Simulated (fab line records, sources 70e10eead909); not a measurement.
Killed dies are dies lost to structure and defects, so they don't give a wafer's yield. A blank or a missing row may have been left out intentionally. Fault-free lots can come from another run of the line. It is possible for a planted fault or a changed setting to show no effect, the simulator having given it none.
fab line records :: flow nand_harc
record
  lots=7
  wafers=21
  last_day=24
route steps=1159 shown P_GATE@119 END@1159
lots that met no fault: from a run of the same line without faults
start_h: start of the lot's first displayed wafer, in hours after the record's first day :: wait_h: time in hours since the lot's previous step :: " as in the row above :: L1.1+2: a single row standing in for several wafers :: - no value present, or no start provided :: * or withheld: withheld :: < > ~ a bound
route shown NAME@n: a module of which the file shows steps, and the number in the route of the first :: usual: mean and standard deviation over wafers with no fault :: same: alike in all rows :: chamber/n: place in a boat :: sites: readings site by site :: _std_site: their standard deviation :: _edge_site: the outer-site mean with the inner-site mean subtracted :: radius_mm: for every site, how far away it sits from the centre of the wafer :: mask NAME#n: copy n :: behind: tool/chamber where the wafer was last shaped :: hold: what put the lot on hold/how long, in hours/how the hold closed :: device: which transistor (n, p or np) failed to switch :: end of line: tests run on the same wafers once the route is complete :: a step given without rows: its recipe and nothing more :: killed: at the first sort, the dies lost to defects and structure; wafer yield is something else :: map: per-die view of a wafer (x killed, . not killed, _ where there is no die)
set.NAME: the setting that was run; set.NAME@STEP: the one run at that earlier step :: model.NAME: the simulator's own value behind a step, which no gauge read
lots seen at some steps along the route; tables by step, rows by wafer
services: a tool's chamber out of use, with start hour (start_h, from the record's first day; less than 0 if before it), hours out, and reason
## steps
# step NHARC_P_GATE_EXPOSE_08
# recipe
  na=0.6
  dose_mj=16.75
  mask_id=P_HV
# step NHARC_P_GATE_PEB_09
# recipe
  peb_temp_c=118
  peb_time_s=85
# step NHARC_P_GATE_DEVELOP_10
# recipe
  time_s=70
# step NHARC_P_GATE_CD_MEAS_11
# recipe
  target_cd_nm=1640
  landing_energy_ev=500
# usual
  cd_nm=1638.9/2.1
lot.wafer: L508.2
tool: cd_sem-01
chamber: 0
start_h: 79.20
wait_h: -
cd_nm: 1641.3

lot.wafer: L508.5
tool: cd_sem-01
chamber: 0
start_h: 79.20
wait_h: -
cd_nm: 1638.8

lot.wafer: L508.6
tool: cd_sem-01
chamber: 0
start_h: 79.20
wait_h: -
cd_nm: 1639.4

lot.wafer: L513.1
tool: cd_sem-01
chamber: 0
start_h: 101.78
wait_h: -
cd_nm: 1640.3

lot.wafer: L513.2
tool: cd_sem-01
chamber: 0
start_h: 101.78
wait_h: -
cd_nm: 1639.8

lot.wafer: L513.6
tool: cd_sem-01
chamber: 0
start_h: 101.78
wait_h: -
cd_nm: 1641.5

lot.wafer: L516.2
tool: cd_sem-03
chamber: 0
start_h: 128.04
wait_h: -
cd_nm: 1639.8

lot.wafer: L516.3
tool: cd_sem-03
chamber: 0
start_h: 128.04
wait_h: -
cd_nm: 1640.8

lot.wafer: L516.5
tool: cd_sem-03
chamber: 0
start_h: 128.04
wait_h: -
cd_nm: 1643.5

lot.wafer: L517.1
tool: cd_sem-01
chamber: 0
start_h: 128.08
wait_h: -
cd_nm: 1635.1

lot.wafer: L517.3
tool: cd_sem-01
chamber: 0
start_h: 128.08
wait_h: -
cd_nm: 1635.7

lot.wafer: L517.5
tool: cd_sem-01
chamber: 0
start_h: 128.08
wait_h: -
cd_nm: 1634.8

lot.wafer: L528.3
tool: cd_sem-03
chamber: 0
start_h: 191.44
wait_h: -
cd_nm: 1636.4

lot.wafer: L528.5
tool: cd_sem-03
chamber: 0
start_h: 191.44
wait_h: -
cd_nm: 1638.7

lot.wafer: L528.6
tool: cd_sem-03
chamber: 0
start_h: 191.44
wait_h: -
cd_nm: 1640.3

lot.wafer: L530.3
tool: cd_sem-03
chamber: 0
start_h: 207.28
wait_h: -
cd_nm: 1636.9

lot.wafer: L530.4
tool: cd_sem-03
chamber: 0
start_h: 207.28
wait_h: -
cd_nm: 1636.6

lot.wafer: L530.5
tool: cd_sem-03
chamber: 0
start_h: 207.28
wait_h: -
cd_nm: 1639.0

lot.wafer: L531.1
tool: cd_sem-01
chamber: 0
start_h: 207.43
wait_h: -
cd_nm: 1637.7

lot.wafer: L531.4
tool: cd_sem-01
chamber: 0
start_h: 207.43
wait_h: -
cd_nm: 1635.8

lot.wafer: L531.5
tool: cd_sem-01
chamber: 0
start_h: 207.43
wait_h: -
cd_nm: 1636.3
# step NHARC_P_GATE_HARDBAKE_12
# recipe
  temp_c=125
  time_s=80
# step NHARC_P_GATE_DESCUM_13
# recipe
  time_s=3
  o2_flow_sccm=200
  ar_flow_sccm=0
  bias_power_w=0
  chemistry=O2
# usual
  drypump_motor_current_A=5.8/0.38
  oes_product_au=1.000/0.012
  rf_vpp_V=57.8/0.84
  showerhead_plenum_p_Torr=1.91/0.099
  throttle_valve_pct=11.310/0.009
lot.wafer: L508.2
tool: rie_diel-12
chamber: 2
start_h: 79.35
wait_h: -
drypump_motor_current_A: 6.0
oes_product_au: 1.008
rf_hours_counter_h: 9
rf_vpp_V: 58.3
showerhead_plenum_p_Torr: 2.06
throttle_valve_pct: 11.311

lot.wafer: L508.6
tool: rie_diel-12
chamber: 2
start_h: 79.35
wait_h: -
drypump_motor_current_A: 5.9
oes_product_au: 0.992
rf_hours_counter_h: -
rf_vpp_V: 58.6
showerhead_plenum_p_Torr: 2.06
throttle_valve_pct: 11.312

lot.wafer: L508.5
tool: rie_diel-12
chamber: 3
start_h: 79.35
wait_h: -
drypump_motor_current_A: 6.0
oes_product_au: 1.005
rf_hours_counter_h: -
rf_vpp_V: 57.3
showerhead_plenum_p_Torr: 1.99
throttle_valve_pct: 11.317

lot.wafer: L513.1
tool: rie_diel-12
chamber: 2
start_h: 101.96
wait_h: -
drypump_motor_current_A: 6.0
oes_product_au: 0.999
rf_hours_counter_h: 14
rf_vpp_V: 58.0
showerhead_plenum_p_Torr: 2.06
throttle_valve_pct: 11.323

lot.wafer: L513.2
tool: rie_diel-12
chamber: 3
start_h: 101.96
wait_h: -
drypump_motor_current_A: 5.9
oes_product_au: 1.028
rf_hours_counter_h: 15
rf_vpp_V: 57.6
showerhead_plenum_p_Torr: 1.99
throttle_valve_pct: 11.313

lot.wafer: L513.6
tool: rie_diel-12
chamber: 0
start_h: 101.96
wait_h: -
drypump_motor_current_A: 6.1
oes_product_au: 1.020
rf_hours_counter_h: -
rf_vpp_V: 56.1
showerhead_plenum_p_Torr: 1.79
throttle_valve_pct: 11.316

lot.wafer: L516.3
tool: rie_diel-12
chamber: 3
start_h: 128.20
wait_h: -
drypump_motor_current_A: 5.9
oes_product_au: 1.022
rf_hours_counter_h: 18
rf_vpp_V: 58.8
showerhead_plenum_p_Torr: 1.99
throttle_valve_pct: 11.308

lot.wafer: L516.2
tool: rie_diel-12
chamber: 1
start_h: 128.20
wait_h: -
drypump_motor_current_A: 5.4
oes_product_au: 1.012
rf_hours_counter_h: 19
rf_vpp_V: 57.5
showerhead_plenum_p_Torr: 1.85
throttle_valve_pct: 11.314

lot.wafer: L516.5
tool: rie_diel-12
chamber: 3
start_h: 128.20
wait_h: -
drypump_motor_current_A: 6.0
oes_product_au: 1.020
rf_hours_counter_h: -
rf_vpp_V: 58.6
showerhead_plenum_p_Torr: 1.99
throttle_valve_pct: 11.310

lot.wafer: L517.3
tool: rie_diel-03
chamber: 2
start_h: 128.24
wait_h: -
drypump_motor_current_A: 5.8
oes_product_au: 1.013
rf_hours_counter_h: 30
rf_vpp_V: 57.3
showerhead_plenum_p_Torr: 1.99
throttle_valve_pct: 11.300

lot.wafer: L517.1
tool: rie_diel-03
chamber: 1
start_h: 128.24
wait_h: -
drypump_motor_current_A: 5.3
oes_product_au: 0.993
rf_hours_counter_h: 29
rf_vpp_V: 56.3
showerhead_plenum_p_Torr: 1.86
throttle_valve_pct: 11.303

lot.wafer: L517.5
tool: rie_diel-03
chamber: 2
start_h: 128.24
wait_h: -
drypump_motor_current_A: 5.8
oes_product_au: 1.022
rf_hours_counter_h: -
rf_vpp_V: 59.1
showerhead_plenum_p_Torr: 1.99
throttle_valve_pct: 11.319

lot.wafer: L528.3
tool: rie_diel-12
chamber: 1
start_h: 191.62
wait_h: -
drypump_motor_current_A: 5.4
oes_product_au: 1.004
rf_hours_counter_h: 32
rf_vpp_V: 59.0
showerhead_plenum_p_Torr: 1.84
throttle_valve_pct: 11.313

lot.wafer: L528.6
tool: rie_diel-12
chamber: 3
start_h: 191.62
wait_h: -
drypump_motor_current_A: 5.9
oes_product_au: 1.027
rf_hours_counter_h: -
rf_vpp_V: 58.2
showerhead_plenum_p_Torr: 1.99
throttle_valve_pct: 11.316

lot.wafer: L528.5
tool: rie_diel-12
chamber: 0
start_h: 191.62
wait_h: -
drypump_motor_current_A: 6.1
oes_product_au: 0.998
rf_hours_counter_h: -
rf_vpp_V: 56.5
showerhead_plenum_p_Torr: 1.78
throttle_valve_pct: 11.323

lot.wafer: L530.3
tool: rie_diel-03
chamber: 1
start_h: 207.43
wait_h: -
drypump_motor_current_A: 5.3
oes_product_au: 0.992
rf_hours_counter_h: 59
rf_vpp_V: 58.2
showerhead_plenum_p_Torr: 1.85
throttle_valve_pct: 11.311

lot.wafer: L530.4
tool: rie_diel-03
chamber: 3
start_h: 207.43
wait_h: -
drypump_motor_current_A: 5.2
oes_product_au: 0.995
rf_hours_counter_h: 49
rf_vpp_V: 57.9
showerhead_plenum_p_Torr: 1.84
throttle_valve_pct: 11.310

lot.wafer: L530.5
tool: rie_diel-03
chamber: 1
start_h: 207.43
wait_h: -
drypump_motor_current_A: 5.2
oes_product_au: 0.978
rf_hours_counter_h: -
rf_vpp_V: 57.0
showerhead_plenum_p_Torr: 1.85
throttle_valve_pct: 11.297

lot.wafer: L531.4
tool: rie_diel-03
chamber: 1
start_h: 207.61
wait_h: -
drypump_motor_current_A: 5.2
oes_product_au: 0.978
rf_hours_counter_h: 59
rf_vpp_V: 57.1
showerhead_plenum_p_Torr: 1.85
throttle_valve_pct: 11.314

lot.wafer: L531.1
tool: rie_diel-03
chamber: 2
start_h: 207.61
wait_h: -
drypump_motor_current_A: 5.8
oes_product_au: 0.997
rf_hours_counter_h: 58
rf_vpp_V: 57.5
showerhead_plenum_p_Torr: 1.98
throttle_valve_pct: 11.314

lot.wafer: L531.5
tool: rie_diel-03
chamber: 1
start_h: 207.61
wait_h: -
drypump_motor_current_A: 5.2
oes_product_au: 0.985
rf_hours_counter_h: -
rf_vpp_V: 58.0
showerhead_plenum_p_Torr: 1.85
throttle_valve_pct: 11.318
# step NHARC_P_GATE_ETCH_14
# recipe
  target_depth_a=488
  chemistry=dHF
  material=SiO2
# step NHARC_P_GATE_STRIP_15
# recipe
  time_s=780
  temp_c=130
  chemistry=SPM
# step NHARC_P_GATE_PRECLEAN_71
# recipe
  time_s=*
  temp_c=50
  bath_age_min=0
  chemistry=SC1
# step NHARC_P_GATE_SRD_72
# step NHARC_P_GATE_OXIDE_16
# recipe
  target_thk_a=30
  temp_c=875
  ox_time_s=392
  material=SiO2
# step NHARC_P_GATE_CVD_17
# recipe
  target_thk_a=1500
  temp_c=620
  time_s=900
  material=poly-Si
# step NHARC_P_GATE_HM_DEP_102
# recipe
  target_thk_a=1200
  temp_c=400
  material=aC
# usual
  susceptor_temp_C=400.04/0.22
  throttle_valve_pct=35.000/0.01
lot.wafer: L508.2
tool: acl_dep-02
chamber: 0
start_h: 94.16
wait_h: 3.0
susceptor_temp_C: -
throttle_valve_pct: 34.980

lot.wafer: L508.5
tool: acl_dep-02
chamber: 0
start_h: 94.16
wait_h: 3.0
susceptor_temp_C: -
throttle_valve_pct: 35.009

lot.wafer: L508.6
tool: acl_dep-02
chamber: 0
start_h: 94.16
wait_h: 3.0
susceptor_temp_C: -
throttle_valve_pct: 35.001

lot.wafer: L513.1
tool: acl_dep-03
chamber: 0
start_h: 114.14
wait_h: 0.4
susceptor_temp_C: 399.79
throttle_valve_pct: 34.998

lot.wafer: L513.2
tool: acl_dep-03
chamber: 0
start_h: 114.14
wait_h: 0.4
susceptor_temp_C: 400.01
throttle_valve_pct: 35.006

lot.wafer: L513.6
tool: acl_dep-03
chamber: 0
start_h: 114.14
wait_h: 0.4
susceptor_temp_C: 399.73
throttle_valve_pct: 34.998

lot.wafer: L513.1
tool: acl_dep-03
chamber: 0
start_h: 116.04
wait_h: 1.8
susceptor_temp_C: 400.04
throttle_valve_pct: 34.993

lot.wafer: L513.2
tool: acl_dep-03
chamber: 0
start_h: 116.04
wait_h: 1.8
susceptor_temp_C: 399.90
throttle_valve_pct: 35.012

lot.wafer: L513.6
tool: acl_dep-03
chamber: 0
start_h: 116.04
wait_h: 1.8
susceptor_temp_C: 400.35
throttle_valve_pct: 35.005

lot.wafer: L517.1
tool: acl_dep-03
chamber: 0
start_h: 140.67
wait_h: 0.4
susceptor_temp_C: 399.72
throttle_valve_pct: 34.998

lot.wafer: L517.3
tool: acl_dep-03
chamber: 0
start_h: 140.67
wait_h: 0.4
susceptor_temp_C: 399.83
throttle_valve_pct: 34.994

lot.wafer: L517.5
tool: acl_dep-03
chamber: 0
start_h: 140.67
wait_h: 0.4
susceptor_temp_C: 400.13
throttle_valve_pct: 34.991

lot.wafer: L517.1
tool: acl_dep-02
chamber: 0
start_h: 142.18
wait_h: 1.4
susceptor_temp_C: 400.22
throttle_valve_pct: 35.006

lot.wafer: L517.3
tool: acl_dep-02
chamber: 0
start_h: 142.18
wait_h: 1.4
susceptor_temp_C: 400.06
throttle_valve_pct: 35.012

lot.wafer: L517.5
tool: acl_dep-02
chamber: 0
start_h: 142.18
wait_h: 1.4
susceptor_temp_C: 400.46
throttle_valve_pct: 34.995

lot.wafer: L516.2
tool: acl_dep-01
chamber: 0
start_h: 140.78
wait_h: 0.5
susceptor_temp_C: 399.84
throttle_valve_pct: 34.997

lot.wafer: L516.3
tool: acl_dep-01
chamber: 0
start_h: 140.78
wait_h: 0.5
susceptor_temp_C: 400.04
throttle_valve_pct: 34.998

lot.wafer: L516.5
tool: acl_dep-01
chamber: 0
start_h: 140.78
wait_h: 0.5
susceptor_temp_C: 400.18
throttle_valve_pct: 34.994

lot.wafer: L516.2
tool: acl_dep-02
chamber: 0
start_h: 142.29
wait_h: 1.4
susceptor_temp_C: 400.29
throttle_valve_pct: 34.993

lot.wafer: L516.3
tool: acl_dep-02
chamber: 0
start_h: 142.29
wait_h: 1.4
susceptor_temp_C: 400.08
throttle_valve_pct: 35.010

lot.wafer: L516.5
tool: acl_dep-02
chamber: 0
start_h: 142.29
wait_h: 1.4
susceptor_temp_C: 400.02
throttle_valve_pct: 34.983

lot.wafer: L528.3
tool: acl_dep-01
chamber: 0
start_h: 205.83
wait_h: 2.1
susceptor_temp_C: 400.10
throttle_valve_pct: 35.010

lot.wafer: L528.5
tool: acl_dep-01
chamber: 0
start_h: 205.83
wait_h: 2.1
susceptor_temp_C: 399.82
throttle_valve_pct: 34.999

lot.wafer: L528.6
tool: acl_dep-01
chamber: 0
start_h: 205.83
wait_h: 2.1
susceptor_temp_C: 399.91
throttle_valve_pct: 34.985

lot.wafer: L531.1
tool: acl_dep-03
chamber: 0
start_h: 219.60
wait_h: 0.4
susceptor_temp_C: -
throttle_valve_pct: 35.001

lot.wafer: L531.4
tool: acl_dep-03
chamber: 0
start_h: 219.60
wait_h: 0.4
susceptor_temp_C: -
throttle_valve_pct: 35.002

lot.wafer: L531.5
tool: acl_dep-03
chamber: 0
start_h: 219.60
wait_h: 0.4
susceptor_temp_C: -
throttle_valve_pct: 34.977

lot.wafer: L530.3
tool: acl_dep-02
chamber: 0
start_h: 219.81
wait_h: 0.6
susceptor_temp_C: 400.39
throttle_valve_pct: 35.004

lot.wafer: L530.4
tool: acl_dep-02
chamber: 0
start_h: 219.81
wait_h: 0.6
susceptor_temp_C: 400.07
throttle_valve_pct: 35.006

lot.wafer: L530.5
tool: acl_dep-02
chamber: 0
start_h: 219.81
wait_h: 0.6
susceptor_temp_C: 400.23
throttle_valve_pct: 35.003
# step NHARC_P_GATE_DEP_103
# recipe
  target_thk_a=300
  target_thk_nm=30
  temp_c=400
  flow_sccm=200
  rf_w=350
  material=SiON
# usual
  heater_power_w=735/99
  susceptor_temp_C=399.98/0.22
lot.wafer: L508.2
tool: pecvd-03
chamber: 2
start_h: 94.75
wait_h: 0.5
heater_power_w: 769
susceptor_temp_C: 400.19

lot.wafer: L508.5
tool: pecvd-03
chamber: 2
start_h: 94.75
wait_h: 0.5
heater_power_w: 764
susceptor_temp_C: 400.38

lot.wafer: L508.6
tool: pecvd-03
chamber: 0
start_h: 94.75
wait_h: 0.5
heater_power_w: 832
susceptor_temp_C: 399.89

lot.wafer: L513.2
tool: pecvd-01
chamber: 2
start_h: 116.94
wait_h: 0.7
heater_power_w: 568
susceptor_temp_C: 400.12

lot.wafer: L513.1
tool: pecvd-01
chamber: 1
start_h: 116.94
wait_h: 0.7
heater_power_w: 665
susceptor_temp_C: 399.80

lot.wafer: L513.6
tool: pecvd-01
chamber: 0
start_h: 116.94
wait_h: 0.7
heater_power_w: 800
susceptor_temp_C: 400.06

lot.wafer: L517.3
tool: pecvd-02
chamber: 0
start_h: 142.89
wait_h: 0.4
heater_power_w: 811
susceptor_temp_C: 400.13

lot.wafer: L517.1
tool: pecvd-02
chamber: 1
start_h: 142.89
wait_h: 0.4
heater_power_w: 669
susceptor_temp_C: 399.88

lot.wafer: L517.5
tool: pecvd-02
chamber: 1
start_h: 142.89
wait_h: 0.4
heater_power_w: 694
susceptor_temp_C: 400.03

lot.wafer: L516.2
tool: pecvd-03
chamber: 0
start_h: 142.94
wait_h: 0.5
heater_power_w: 810
susceptor_temp_C: 399.82

lot.wafer: L516.3
tool: pecvd-03
chamber: 0
start_h: 142.94
wait_h: 0.5
heater_power_w: 811
susceptor_temp_C: 400.13

lot.wafer: L516.5
tool: pecvd-03
chamber: 0
start_h: 142.94
wait_h: 0.5
heater_power_w: 829
susceptor_temp_C: 399.81

lot.wafer: L528.3
tool: pecvd-03
chamber: 0
start_h: 206.31
wait_h: 0.4
heater_power_w: 840
susceptor_temp_C: 400.05

lot.wafer: L528.5
tool: pecvd-03
chamber: 0
start_h: 206.31
wait_h: 0.4
heater_power_w: 873
susceptor_temp_C: 399.86

lot.wafer: L528.6
tool: pecvd-03
chamber: 2
start_h: 206.31
wait_h: 0.4
heater_power_w: 787
susceptor_temp_C: 399.70

lot.wafer: L531.1
tool: pecvd-01
chamber: 0
start_h: 220.28
wait_h: 0.6
heater_power_w: 866
susceptor_temp_C: 399.89

lot.wafer: L531.4
tool: pecvd-01
chamber: 0
start_h: 220.28
wait_h: 0.6
heater_power_w: 854
susceptor_temp_C: 399.96

lot.wafer: L531.5
tool: pecvd-01
chamber: 1
start_h: 220.28
wait_h: 0.6
heater_power_w: 654
susceptor_temp_C: 400.14

lot.wafer: L530.3
tool: pecvd-03
chamber: 0
start_h: 220.32
wait_h: 0.4
heater_power_w: 738
susceptor_temp_C: 400.18

lot.wafer: L530.4
tool: pecvd-03
chamber: 1
start_h: 220.32
wait_h: 0.4
heater_power_w: 608
susceptor_temp_C: 400.28

lot.wafer: L530.5
tool: pecvd-03
chamber: 2
start_h: 220.32
wait_h: 0.4
heater_power_w: 804
susceptor_temp_C: 400.01
# step NHARC_END_SORT_01
# recipe
  temp_c=25
# usual
  killed_at_array=29/11
  killed_at_other=0.6/1
  killed_at_periphery=3.1/2.1
  killed_dies=33/11
  killed_open=3.1/1.9
  killed_short=1.9/1.5
# same
  gross_dies=677
lot.wafer: L513.1
tool: prober-02
chamber: 0
start_h: 471.44
wait_h: 2.5
killed_at_array: 14
killed_at_other: 0
killed_at_periphery: 4
killed_dies: 18
killed_open: 3
killed_short: 0

lot.wafer: L513.2
tool: prober-02
chamber: 0
start_h: 472.23
wait_h: 2.8
killed_at_array: 16
killed_at_other: 0
killed_at_periphery: 6
killed_dies: 22
killed_open: 4
killed_short: 3

lot.wafer: L513.6
tool: prober-02
chamber: 0
start_h: 475.40
wait_h: 4.0
killed_at_array: 17
killed_at_other: 0
killed_at_periphery: 8
killed_dies: 25
killed_open: 2
killed_short: 0

lot.wafer: L517.1
tool: prober-01
chamber: 0
start_h: 494.20
wait_h: 2.5
killed_at_array: 12
killed_at_other: 0
killed_at_periphery: 7
killed_dies: 19
killed_open: 1
killed_short: 3

lot.wafer: L517.3
tool: prober-01
chamber: 0
start_h: 495.80
wait_h: 3.1
killed_at_array: 15
killed_at_other: 0
killed_at_periphery: 2
killed_dies: 17
killed_open: 5
killed_short: 1

lot.wafer: L517.5
tool: prober-01
chamber: 0
start_h: 497.40
wait_h: 3.7
killed_at_array: 17
killed_at_other: 0
killed_at_periphery: 2
killed_dies: 19
killed_open: 0
killed_short: 1

lot.wafer: L516.2
tool: prober-01
chamber: 0
start_h: 502.77
wait_h: 2.8
killed_at_array: 31
killed_at_other: 0
killed_at_periphery: 9
killed_dies: 40
killed_open: 3
killed_short: 3

lot.wafer: L516.3
tool: prober-01
chamber: 0
start_h: 503.56
wait_h: 3.1
killed_at_array: 31
killed_at_other: 1
killed_at_periphery: 1
killed_dies: 33
killed_open: 5
killed_short: 1

lot.wafer: L516.5
tool: prober-01
chamber: 0
start_h: 505.15
wait_h: 3.7
killed_at_array: 32
killed_at_other: 0
killed_at_periphery: 5
killed_dies: 37
killed_open: 1
killed_short: 1

lot.wafer: L530.3
tool: prober-02
chamber: 0
start_h: 574.55
wait_h: 3.1
killed_at_array: 43
killed_at_other: 0
killed_at_periphery: 1
killed_dies: 44
killed_open: 4
killed_short: 4

lot.wafer: L530.4
tool: prober-02
chamber: 0
start_h: 575.35
wait_h: 3.4
killed_at_array: 48
killed_at_other: 0
killed_at_periphery: 2
killed_dies: 50
killed_open: 4
killed_short: 4

lot.wafer: L530.5
tool: prober-02
chamber: 0
start_h: 576.15
wait_h: 3.7
killed_at_array: 45
killed_at_other: 0
killed_at_periphery: 2
killed_dies: 47
killed_open: 4
killed_short: 2

lot.wafer: L531.1
tool: prober-01
chamber: 0
start_h: 580.79
wait_h: 2.5
killed_at_array: 17
killed_at_other: 2
killed_at_periphery: 8
killed_dies: 27
killed_open: 2
killed_short: 2

lot.wafer: L531.4
tool: prober-01
chamber: 0
start_h: 583.18
wait_h: 3.4
killed_at_array: 22
killed_at_other: 0
killed_at_periphery: 5
killed_dies: 27
killed_open: 3
killed_short: 0

lot.wafer: L531.5
tool: prober-01
chamber: 0
start_h: 583.97
wait_h: 3.7
killed_at_array: 19
killed_at_other: 0
killed_at_periphery: 6
killed_dies: 25
killed_open: 2
killed_short: 2
# killed by level:class
L513.1 A_SLIT:chamber_film_flake=7 A_CHANNEL_HOLE_D1:chamber_film_flake=3 P_STI:chamber_film_flake=2 A_CONTACT:chamber_film_flake=2 P_M0:geometric_particle:open=1 A_ONON_D1:geometric_particle:open=1 A_CONTACT:geometric_particle:open=1 P_ZERO_WELL:chamber_film_flake=1
L513.2 A_SLIT:chamber_film_flake=5 P_STI:chamber_film_flake=3 A_CHANNEL_HOLE_D1:chamber_film_flake=3 A_STAIRCASE:chamber_film_flake=2 P_STI:geometric_particle:open=1 P_GATE:geometric_particle:short=1 A_ONON_D1:geometric_particle:open=1 A_CHANNEL_HOLE_D1:geometric_particle:open=1
L513.6 A_SLIT:chamber_film_flake=13 P_ZERO_WELL:chamber_film_flake=3 P_STI:chamber_film_flake=3 A_WL_FILL:geometric_particle:open=1 A_M1:geometric_particle:open=1 P_GATE:chamber_film_flake=1 P_CONTACT:chamber_film_flake=1 A_STAIRCASE:chamber_film_flake=1
L517.1 A_CONTACT:chamber_film_flake=7 A_CHANNEL_HOLE_D1:chamber_film_flake=3 P_ZERO_WELL:chamber_film_flake=2 A_STAIRCASE:chamber_film_flake=2 P_STI:geometric_particle:short=1 P_CONTACT:geometric_particle:open=1 P_M2:geometric_particle:short=1 P_BONDPAD:geometric_particle:short=1
L517.3 A_CHANNEL_HOLE_D1:chamber_film_flake=5 A_CONTACT:chamber_film_flake=3 A_M0:geometric_particle:open=2 P_M0:geometric_particle:open=1 A_ONON_D1:geometric_particle:open=1 A_WL_FILL:geometric_particle:short=1 A_CONTACT:geometric_particle:open=1 A_STAIRCASE:chamber_film_flake=1
L517.5 A_CHANNEL_HOLE_D1:chamber_film_flake=6 A_CONTACT:chamber_film_flake=6 A_STAIRCASE:chamber_film_flake=4 P_M2:chamber_film_flake=2 A_M1:geometric_particle:short=1
L516.2 A_SLIT:chamber_film_flake=13 A_CHANNEL_HOLE_D1:chamber_film_flake=12 P_STI:chamber_film_flake=6 P_M2:geometric_particle:open=1 P_M2:geometric_particle:short=1 A_CHANNEL_FILL_D1:geometric_particle:open=1 A_WL_FILL:geometric_particle:short=1 A_CONTACT:geometric_particle:short=1
L516.3 A_CHANNEL_HOLE_D1:chamber_film_flake=12 A_SLIT:chamber_film_flake=11 A_STAIRCASE:chamber_film_flake=3 A_CONTACT:geometric_particle:open=2 A_ONON_D1:geometric_particle:open=1 A_CHANNEL_FILL_D1:geometric_particle:open=1 A_M0:geometric_particle:open=1 STARTING-WAFER:geometric_particle:short=1
L516.5 A_SLIT:chamber_film_flake=17 A_CHANNEL_HOLE_D1:chamber_film_flake=11 P_STI:chamber_film_flake=3 A_ONON_D1:geometric_particle:short=1 A_CONTACT:geometric_particle:open=1 P_ZERO_WELL:chamber_film_flake=1 P_GATE:chamber_film_flake=1 A_STAIRCASE:chamber_film_flake=1
L530.3 A_SLIT:chamber_film_flake=17 A_CHANNEL_HOLE_D1:chamber_film_flake=10 A_STAIRCASE:chamber_film_flake=5 A_CONTACT:chamber_film_flake=3 A_WL_FILL:geometric_particle:short=2 P_M1:geometric_particle:short=1 A_ONON_D1:geometric_particle:open=1 A_CHANNEL_FILL_D1:geometric_particle:short=1
L530.4 A_SLIT:chamber_film_flake=22 A_CHANNEL_HOLE_D1:chamber_film_flake=9 A_STAIRCASE:chamber_film_flake=5 A_CONTACT:chamber_film_flake=3 A_ONON_D1:geometric_particle:short=2 A_M0:geometric_particle:open=2 A_WL_FILL:chamber_film_flake=2 P_M0:geometric_particle:open=1
L530.5 A_SLIT:chamber_film_flake=18 A_CHANNEL_HOLE_D1:chamber_film_flake=7 A_STAIRCASE:chamber_film_flake=6 A_CONTACT:chamber_film_flake=6 A_WL_FILL:chamber_film_flake=2 A_CHANNEL_HOLE_D1:geometric_particle:open=1 A_SGD_CUT:geometric_particle:short=1 A_WL_FILL:geometric_particle:open=1
L531.1 A_CONTACT:chamber_film_flake=8 P_STI:chamber_film_flake=5 A_CHANNEL_HOLE_D1:chamber_film_flake=3 A_STAIRCASE:chamber_film_flake=3 THIN_TSV:chamber_film_flake=2 P_M0:geometric_particle:open=1 P_M0:geometric_particle:short=1 A_SOURCE_PLATE:geometric_particle:short=1
L531.4 A_CHANNEL_HOLE_D1:chamber_film_flake=9 A_CONTACT:chamber_film_flake=5 A_STAIRCASE:chamber_film_flake=4 P_ZERO_WELL:chamber_film_flake=2 P_GATE:geometric_particle:open=1 A_WL_FILL:geometric_particle:open=1 A_BLC:geometric_particle:open=1 P_STI:chamber_film_flake=1
L531.5 A_CHANNEL_HOLE_D1:chamber_film_flake=6 A_STAIRCASE:chamber_film_flake=5 A_CONTACT:chamber_film_flake=5 P_ZERO_WELL:chamber_film_flake=4 P_GATE:geometric_particle:open=1 A_CHANNEL_FILL_D1:geometric_particle:short=1 A_CONTACT:geometric_particle:open=1 A_M1:geometric_particle:short=1
## services
tool: pecvd-01
chamber: -
start_h: 56.34
hours: 13.0
kind: pm

tool: rie_diel-03
chamber: 3
start_h: 56.95
hours: 11.2
kind: repair

tool: rie_diel-12
chamber: 0
start_h: 58.90
hours: -
kind: clean

tool: rie_diel-12
chamber: 1
start_h: 58.90
hours: -
kind: clean

tool: rie_diel-12
chamber: 2
start_h: 58.90
hours: -
kind: clean

tool: rie_diel-12
chamber: 3
start_h: 58.90
hours: -
kind: clean

tool: rie_diel-12
chamber: 0
start_h: 83.47
hours: -
kind: clean

tool: rie_diel-12
chamber: 1
start_h: 83.47
hours: -
kind: clean

tool: rie_diel-12
chamber: 2
start_h: 83.47
hours: -
kind: clean

tool: rie_diel-12
chamber: 3
start_h: 83.47
hours: -
kind: clean

tool: rie_diel-12
chamber: -
start_h: 94.36
hours: 0.2
kind: repair

tool: rie_diel-12
chamber: -
start_h: 102.47
hours: 0.4
kind: repair

tool: rie_diel-12
chamber: 0
start_h: 107.97
hours: -
kind: clean

tool: rie_diel-12
chamber: 1
start_h: 107.97
hours: -
kind: clean

tool: rie_diel-12
chamber: 2
start_h: 107.97
hours: -
kind: clean

tool: pecvd-03
chamber: -
start_h: 111.00
hours: 13.0
kind: pm

tool: acl_dep-01
chamber: -
start_h: 113.41
hours: 13.0
kind: pm

tool: pecvd-03
chamber: 1
start_h: 132.95
hours: 12.2
kind: repair

tool: rie_diel-03
chamber: 0
start_h: 133.06
hours: 6.9
kind: repair

tool: pecvd-03
chamber: 2
start_h: 136.42
hours: 11.0
kind: repair

tool: pecvd-02
chamber: -
start_h: 153.00
hours: 13.0
kind: pm

tool: acl_dep-02
chamber: -
start_h: 167.36
hours: 13.0
kind: pm

tool: rie_diel-12
chamber: -
start_h: 202.40
hours: 9.0
kind: pm

tool: rie_diel-03
chamber: -
start_h: 215.32
hours: 9.0
kind: pm
## key
first_sign
  step=NHARC_P_GATE_HM_DEP_102
  reading=visit
  direction=added
effect none on later readings
met_at NHARC_P_GATE_HM_DEP_102
struck_wafers L513.1,L513.2,L513.6,L516.2,L516.3,L516.5,L517.1,L517.3,L517.5
tester_left_out L513,L516,L517
fault
  kind=repeated_step_whole
  tool=acl_dep-01,acl_dep-02,acl_dep-03
  chamber=-
  onset_h=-
  steps=NHARC_P_GATE_HM_DEP_102
  times=1
  scope=struck_lots_only
# tester_left_out: of these lots the tester's yield and bins aren't shown, on N5 and GAA mostly nor the transistor test; their killed dies are dies lost to structure and defects alone, not to doping, threshold or leakage, so they don't give the yield
